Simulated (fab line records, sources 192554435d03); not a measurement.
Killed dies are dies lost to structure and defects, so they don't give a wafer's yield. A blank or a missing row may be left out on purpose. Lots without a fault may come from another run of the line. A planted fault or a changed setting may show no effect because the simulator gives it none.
Which tool did it? | flow n5_finfet | 9 lots, 27 wafers sampled, at 7 steps of a route of 1938

WHAT THE GAUGES READ, wafer by wafer
N5_BEOL_M4_THK_MEAS_53: measures by xrf.
lot  | measured     | on            | M4_THK (nm)
L467 | day 8 08:38  | film_metro-01 | 34.8 35.8 40.0
L472 | day 9 10:50  | film_metro-01 | 41.2 39.1 42.0
L477 | day 10 14:53 | film_metro-01 | 147.6 136.3 145.1
L478 | day 10 19:35 | film_metro-01 | 152.0 139.1 149.3
L480 | day 11 03:35 | film_metro-01 | 37.4 37.6 38.5
L485 | day 12 15:07 | film_metro-02 | 35.4 35.5 37.4
L484 | day 13 01:58 | film_metro-01 | 35.2 36.5 35.2
L488 | day 13 15:46 | film_metro-01 | 40.1 40.2 38.7
L489 | day 14 01:12 | film_metro-02 | 39.2 40.1 38.9

N5_BEOL_M4_INSPECT_59: inspects for defects (darkfield).
lot  | measured     | on                | raw_defect_count
L467 | day 8 09:12  | defect_inspect-01 | 66 81 112
L472 | day 9 11:07  | defect_inspect-02 | 69 48 48
L477 | day 10 15:11 | defect_inspect-02 | 4956 5153 5016
L478 | day 10 19:52 | defect_inspect-01 | 5088 4959 4986
L480 | day 11 03:52 | defect_inspect-01 | 72 87 91
L485 | day 12 15:25 | defect_inspect-02 | 84 117 139
L484 | day 13 02:18 | defect_inspect-01 | 99 49 77
L488 | day 13 16:19 | defect_inspect-02 | 26 57 60
L489 | day 14 01:29 | defect_inspect-02 | 53 62 54

N5_BEOL_M4_RC_MEAS_101.
lot  | measured     | on        | DIBL_N (mV/V)  | DIBL_P (mV/V)  | IOFF_N (nA/um) | IOFF_P (nA/um) | ION_N (uA/um) | ION_P (uA/um) | SS_N (mV/dec)  | SS_P (mV/dec)  | VT_N (mV)   | VT_P (mV)
L467 | day 8 09:23  | prober-02 | 39.1 42.8 39.8 | 41.0 44.9 39.7 | 0.19 0.27 0.20 | 0.25 0.32 0.21 | 673 691 665   | 457 466 449   | 72.4 72.8 72.5 | 73.9 75.0 73.8 | 251 246 248 | -250 -248 -252
L472 | day 9 11:25  | prober-01 | 36.3 33.8 38.1 | 35.4 32.8 38.9 | 0.17 0.13 0.24 | 0.21 0.16 0.27 | 660 655 694   | 449 454 462   | 72.2 71.0 71.6 | 73.8 72.8 74.5 | 251 255 244 | -250 -252 -245
L480 | day 11 03:53 | prober-01 | 36.4 39.1 36.8 | 34.2 36.0 34.2 | 0.14 0.18 0.14 | 0.20 0.22 0.22 | 664 668 670   | 454 456 467   | 70.9 71.5 71.6 | 73.3 73.7 73.4 | 250 246 252 | -251 -249 -248
L485 | day 12 15:27 | prober-02 | 39.0 34.5 33.6 | 40.1 34.5 33.7 | 0.21 0.12 0.11 | 0.25 0.16 0.15 | 684 657 654   | 464 454 450   | 72.2 71.0 71.1 | 73.8 72.7 72.6 | 248 255 255 | -249 -255 -254
L484 | day 13 02:29 | prober-01 | 37.0 35.0 35.4 | 39.0 34.6 36.6 | 0.17 0.12 0.13 | 0.27 0.20 0.22 | 674 654 661   | 469 461 467   | 71.6 71.4 71.2 | 73.9 72.7 73.8 | 252 254 253 | -246 -250 -247
L488 | day 13 16:30 | prober-01 | 36.7 37.6 35.3 | 36.9 36.4 34.9 | 0.18 0.17 0.13 | 0.19 0.18 0.17 | 676 668 651   | 455 445 452   | 71.4 71.6 70.8 | 74.0 73.9 72.3 | 246 247 251 | -254 -255 -256
L489 | day 14 01:40 | prober-01 | 36.2 37.2 38.3 | 36.3 37.4 38.5 | 0.15 0.18 0.20 | 0.22 0.22 0.26 | 688 674 703   | 473 459 484   | 71.5 72.4 71.7 | 73.5 74.0 73.7 | 248 249 243 | -250 -252 -248

WHICH TOOL RAN EACH LOT (tool, then ch and the chambers of the sampled wafers, then the start)
lot  | N5_BEOL_M4_SPUTTER_92        | N5_BEOL_M4_SPUTTER_96        | N5_BEOL_M4_CMP_52             | N5_BEOL_M4_CO_CAP_55
L467 | pvd_sputter-02, day 8 07:07  | pvd_sputter-02, day 8 07:33  | cmp-01 ch 0,1, day 8 08:22    | cvd_co-02 ch 0,2, day 8 08:59
L472 | pvd_sputter-03, day 9 09:36  | pvd_sputter-03, day 9 10:02  | cmp-04 ch 0,1,2, day 9 10:32  | cvd_co-02 ch 0,1,2, day 9 10:55
L477 | pvd_sputter-01, day 10 13:40 | pvd_sputter-01, day 10 14:06 | cmp-04 ch 0,2,3, day 10 14:43 | cvd_co-02 ch 0,1,2, day 10 15:00
L478 | pvd_sputter-03, day 10 18:21 | pvd_sputter-03, day 10 18:47 | cmp-04 ch 0,3, day 10 19:17   | cvd_co-02 ch 0,1,2, day 10 19:40
L480 | pvd_sputter-02, day 11 02:04 | pvd_sputter-02, day 11 02:30 | cmp-03 ch 0,1,3, day 11 03:17 | cvd_co-02 ch 0,1,2, day 11 03:40
L485 | pvd_sputter-03, day 12 13:37 | pvd_sputter-03, day 12 14:03 | cmp-01 ch 1,2, day 12 14:49   | cvd_co-02 ch 0,1,2, day 12 15:11
L484 | pvd_sputter-03, day 13 00:06 | pvd_sputter-03, day 13 00:32 | cmp-01 ch 1,2, day 13 01:43   | cvd_co-02 ch 0,1,2, day 13 02:02
L488 | pvd_sputter-01, day 13 14:32 | pvd_sputter-01, day 13 14:59 | cmp-01 ch 0,3, day 13 15:29   | cvd_co-01 ch 0,1,2, day 13 15:51
L489 | pvd_sputter-01, day 13 23:40 | pvd_sputter-01, day 14 00:07 | cmp-04 ch 0,2,3, day 14 00:55 | cvd_co-02 ch 0,2, day 14 01:17
- N5_BEOL_M4_SPUTTER_92: material Cu, target thk 4.5 nm, time 8.29 s.
- N5_BEOL_M4_SPUTTER_96: material Cu, target thk 4.5 nm, time 8.29 s.
- N5_BEOL_M4_CMP_52: polishes, stops on SiOC, t overpolish 6.8 s, target thk 40 nm.
- N5_BEOL_M4_CO_CAP_55: material Co, precursor CCTBA/H2, target thk 2 nm, time 102.1 s.

WHAT THE TOOLS THEMSELVES READ (means of the sampled wafers that have a number; where no wafer has one, the mark that the record gives instead)
N5_BEOL_M4_SPUTTER_92.
lot  | tool           | chamber_pressure_pa (Pa) | throttle_valve_pct (%)
L467 | pvd_sputter-02 | 0.07                     | 29.8
L472 | pvd_sputter-03 | 0.07                     | 31.4
L477 | pvd_sputter-01 | 0.07                     | 28.1
L478 | pvd_sputter-03 | 0.07                     | 31.4
L480 | pvd_sputter-02 | 0.07                     | 30.6
L485 | pvd_sputter-03 | 0.07                     | 31.2
L484 | pvd_sputter-03 | 0.07                     | 31.3
L488 | pvd_sputter-01 | 0.07                     | 29.4
L489 | pvd_sputter-01 | 0.07                     | 28.9

N5_BEOL_M4_SPUTTER_96.
lot  | tool           | chamber_pressure_pa (Pa) | throttle_valve_pct (%)
L467 | pvd_sputter-02 | 0.06998                  | 30.0
L472 | pvd_sputter-03 | 0.07001                  | 31.3
L477 | pvd_sputter-01 | 0.06987                  | 28.1
L478 | pvd_sputter-03 | 0.07003                  | 31.4
L480 | pvd_sputter-02 | 0.06989                  | 30.5
L485 | pvd_sputter-03 | 0.06993                  | 31.4
L484 | pvd_sputter-03 | 0.07003                  | 31.5
L488 | pvd_sputter-01 | 0.07006                  | 29.3
L489 | pvd_sputter-01 | 0.06988                  | 28.9

N5_BEOL_M4_CMP_52.
lot  | tool   | barrier_field_endpoint_s (s) | motor_current_A (A) | overpolish_run_s (s) | platen_rpm (rpm) | time_to_endpoint_s (s)
L467 | cmp-01 | 23.9                         | 5.9                 | 6.787                | 49.99            | 58
L472 | cmp-04 | 24.9                         | 6.1                 | 6.798                | 49.99            | 65
L477 | cmp-04 | 41.2                         | 6.0                 | 0.042                | 49.99            | 81
L478 | cmp-04 | 41.2                         | 6.3                 | 0.040                | 50.01            | 81
L480 | cmp-03 | 24.8                         | 6.0                 | 6.794                | 50.05            | 60
L485 | cmp-01 | 23.5                         | 5.5                 | 6.802                | 49.93            | 56
L484 | cmp-01 | 23.3                         | 5.3                 | 6.800                | 50.00            | 53
L488 | cmp-01 | 25.0                         | 6.5                 | 6.804                | 50.00            | 64
L489 | cmp-04 | 24.2                         | 6.2                 | 6.804                | 50.02            | 58

N5_BEOL_M4_CO_CAP_55.
lot  | tool      | heater_power_w (W)
L467 | cvd_co-02 | 255
L472 | cvd_co-02 | 254
L477 | cvd_co-02 | 254
L478 | cvd_co-02 | 252
L480 | cvd_co-02 | 254
L485 | cvd_co-02 | 254
L484 | cvd_co-02 | 257
L488 | cvd_co-01 | 237
L489 | cvd_co-02 | 259

THE ANSWER, worked out from the rows above alone
Rule: what is usual is taken from the lots themselves. Put in order of their means at a reading, lots are off if they are a third of the lots or fewer, leave a main group of 4 or more, and stand apart from it by a gap of 3 or more times the standard deviation of the main group's means; of several such gaps the widest counts. A main group whose means are all the same, to the digits that the tables above print for the reading, isn't used. A lot without any number at a reading at which 4 lots or more have one is off too. The other lots that the step has rows for count as sound. The gauges are gone through in route order, then the tools' own readings, and for those a lot's mean is taken as printed above. The first step at which some lot is off is used, and at that step the reading that is off furthest; a lot without a number counts as furthest.
Off: L477, L478, at N5_BEOL_M4_THK_MEAS_53 (M4_THK). The main group: mean 38.0 nm, standard deviation 1.8.
A tool fits if, at a process step before that reading, it ran every lot that is off, and no sound lot after the first of them. The gauges at N5_BEOL_M4_THK_MEAS_53 aren't tried: what is off there is off at N5_BEOL_M4_INSPECT_59 too, on other tools, and a gauge's error can't cause that. None of those tried fits.

WHAT THE SIMULATOR HAD PUT IN
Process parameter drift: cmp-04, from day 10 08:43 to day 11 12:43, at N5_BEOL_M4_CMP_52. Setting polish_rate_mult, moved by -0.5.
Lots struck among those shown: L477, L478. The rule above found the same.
